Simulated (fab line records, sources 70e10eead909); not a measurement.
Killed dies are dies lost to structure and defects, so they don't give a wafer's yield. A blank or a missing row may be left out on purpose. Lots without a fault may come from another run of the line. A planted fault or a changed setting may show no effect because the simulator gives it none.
Which tool did it? | flow nand_harc | 11 lots, 33 wafers sampled, at 3 steps of a route of 1302

WHAT THE GAUGES READ, wafer by wafer
NHARC_P_GATE_CD_MEAS_59: target cd 720 nm.
lot  | measured     | on        | cd_nm (nm)
L301 | day 7 21:13  | cd_sem-02 | 720.0 715.4 719.4
L302 | day 7 21:40  | cd_sem-02 | 720.0 721.2 717.3
L303 | day 8 12:20  | cd_sem-01 | 720.1 721.7 718.5
L304 | day 8 20:53  | cd_sem-01 | 703.7 699.9 703.3 704.0 699.3 703.7
L309 | day 11 01:26 | cd_sem-03 | 720.2 715.1 718.0
L313 | day 12 10:16 | cd_sem-02 | 718.4 720.1 716.2
L314 | day 13 03:17 | cd_sem-02 | 719.8 720.6 719.8
L315 | day 13 13:01 | cd_sem-02 | 718.5 719.5 722.9
L317 | day 14 05:24 | cd_sem-03 | 715.0 718.1 721.6
L318 | day 14 19:06 | cd_sem-02 | 715.3 722.8 719.5
L319 | day 15 10:20 | cd_sem-01 | 720.4 720.7 716.8

WHICH TOOL RAN EACH LOT (tool, then ch and the chambers of the sampled wafers, then the start)
lot  | NHARC_P_GATE_STRIP_75                | NHARC_P_GATE_EXPOSE_56
L301 | plasma_asher-02 ch 0,1, day 7 20:25  | krf_scanner-04 ch 0, day 7 21:03
L302 | plasma_asher-01 ch 0,1, day 7 20:52  | krf_scanner-04 ch 0, day 7 21:31
L303 | plasma_asher-01 ch 0,1, day 8 11:24  | krf_scanner-01 ch 0, day 8 12:11
L304 | plasma_asher-01 ch 0,1, day 8 19:57  | krf_scanner-02 ch 0, day 8 20:43
L309 | plasma_asher-01 ch 0,1, day 11 00:29 | krf_scanner-01 ch 0, day 11 01:17
L313 | plasma_asher-01 ch 0,1, day 12 09:29 | krf_scanner-04 ch 0, day 12 10:07
L314 | plasma_asher-01 ch 0,1, day 13 02:22 | krf_scanner-01 ch 0, day 13 03:07
L315 | plasma_asher-01 ch 0,1, day 13 12:05 | krf_scanner-04 ch 0, day 13 12:51
L317 | plasma_asher-01 ch 1, day 14 04:29   | krf_scanner-04 ch 0, day 14 05:14
L318 | plasma_asher-01 ch 0,1, day 14 18:19 | krf_scanner-04 ch 0, day 14 18:57
L319 | plasma_asher-02 ch 0,1, day 15 09:24 | krf_scanner-02 ch 0, day 15 10:10
- NHARC_P_GATE_STRIP_75: strips in O2.
- NHARC_P_GATE_EXPOSE_56: exposes mask P PSD, target cd 720 nm.

WHAT THE TOOLS THEMSELVES READ (means of the sampled wafers that have a number; where no wafer has one, the mark that the record gives instead)
NHARC_P_GATE_STRIP_75.
lot  | tool            | drypump_motor_current_A (A) | heater_power_w (W) | temp_c (C)
L301 | plasma_asher-02 | 6.1                         | 340                | 250.05
L302 | plasma_asher-01 | 5.8                         | 345                | 249.97
L303 | plasma_asher-01 | 5.6                         | 313                | 250.10
L304 | plasma_asher-01 | 5.6                         | 314                | 250.26
L309 | plasma_asher-01 | 5.8                         | 343                | 250.02
L313 | plasma_asher-01 | 5.8                         | 340                | 250.01
L314 | plasma_asher-01 | 5.8                         | 336                | 250.22
L315 | plasma_asher-01 | 5.6                         | 319                | 250.11
L317 | plasma_asher-01 | 6.0                         | 368                | 249.95
L318 | plasma_asher-01 | 5.8                         | 342                | 250.06
L319 | plasma_asher-02 | 5.9                         | 366                | 250.04

NHARC_P_GATE_EXPOSE_56.
lot  | tool           | focus_offset_nm (nm)
L301 | krf_scanner-04 | -0.4
L302 | krf_scanner-04 | -0.1
L303 | krf_scanner-01 | -0.1
L304 | krf_scanner-02 | -0.4
L309 | krf_scanner-01 | -0.1
L313 | krf_scanner-04 | 0.2
L314 | krf_scanner-01 | -0.4
L315 | krf_scanner-04 | 0.1
L317 | krf_scanner-04 | 0.3
L318 | krf_scanner-04 | 0.2
L319 | krf_scanner-02 | 0.5

THE ANSWER, worked out from the rows above alone
Rule: what is usual is taken from the lots themselves. Put in order of their means at a reading, lots are off if they are a third of the lots or fewer, leave a main group of 4 or more, and stand apart from it by a gap of 3 or more times the standard deviation of the main group's means; of several such gaps the widest counts. A main group whose means are all the same, to the digits that the tables above print for the reading, isn't used. A lot without any number at a reading at which 4 lots or more have one is off too. The other lots that the step has rows for count as sound. The gauges are gone through in route order, then the tools' own readings, and for those a lot's mean is taken as printed above. The first step at which some lot is off is used, and at that step the reading that is off furthest; a lot without a number counts as furthest.
Off: L304, at NHARC_P_GATE_CD_MEAS_59 (cd_nm). The main group: mean 719.1 nm, standard deviation 0.87.
A tool fits if, at a process step before that reading, it ran every lot that is off, and no sound lot after the first of them. The gauges at NHARC_P_GATE_CD_MEAS_59 are tried like those tools. None of those tried fits.

WHAT THE SIMULATOR HAD PUT IN
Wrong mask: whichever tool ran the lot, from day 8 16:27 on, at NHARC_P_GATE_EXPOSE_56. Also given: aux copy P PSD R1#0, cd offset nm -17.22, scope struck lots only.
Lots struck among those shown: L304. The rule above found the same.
